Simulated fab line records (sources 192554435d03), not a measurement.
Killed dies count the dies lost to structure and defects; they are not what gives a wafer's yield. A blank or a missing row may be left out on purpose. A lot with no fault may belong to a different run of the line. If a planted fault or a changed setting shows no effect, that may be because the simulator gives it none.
2 desks, one fault -- flow n5 finfet -- each desk holds nothing but its own numbers, with what lay behind them at the end

## AT THE METROLOGY DESK
Lot by lot, what the gauges showed, no matter which tool ran the lot: averages of those sampled wafers that carry a number. The brackets show how far a lot's mean lies from the usual mean; more than 4 standard deviations puts the lot out of limits, marked OUT.
Columns: A = cd nm at N5_HKMG_FIN_CD_MEAS_49, usual 201.2 nm; B = NDIPOLE_OVL at N5_HKMG_FIN_OVL_MEAS_50, usual 0.1 nm
lot,first seen here,A,B
L775,day 5 00:04,201.1,-0.5
L783,day 6 20:34,201.0,-0.1
L790,day 8 12:58,202.5,0.3
L793,day 9 04:53,201.6,0.1
L795,day 9 21:08,201.4,0.2
Result from this desk: across the 5 lots, nothing is out of limits.

## THE DEFECT DESK
Inspection counts along the route, by lot: the mean over sampled wafers that carry a number. The brackets show how far a lot's mean lies from the usual mean; more than 4 standard deviations puts the lot out of limits, marked OUT.
Columns: A = raw defect count at N5_HKMG_FIN_INSPECT_61, usual 2.1
lot,first seen here,A
L775,day 5 00:07,2.3
L783,day 6 20:38,4.0
L790,day 8 13:01,1.7
L793,day 9 04:56,2.0
L795,day 9 21:11,1.7
Result from this desk: across the 5 lots, nothing is out of limits.

## ALL TOGETHER
At the metrology desk, nothing out of limits was observed.
The defect desk saw nothing out of limits.

## WHAT THE SIMULATOR HAD INSERTED
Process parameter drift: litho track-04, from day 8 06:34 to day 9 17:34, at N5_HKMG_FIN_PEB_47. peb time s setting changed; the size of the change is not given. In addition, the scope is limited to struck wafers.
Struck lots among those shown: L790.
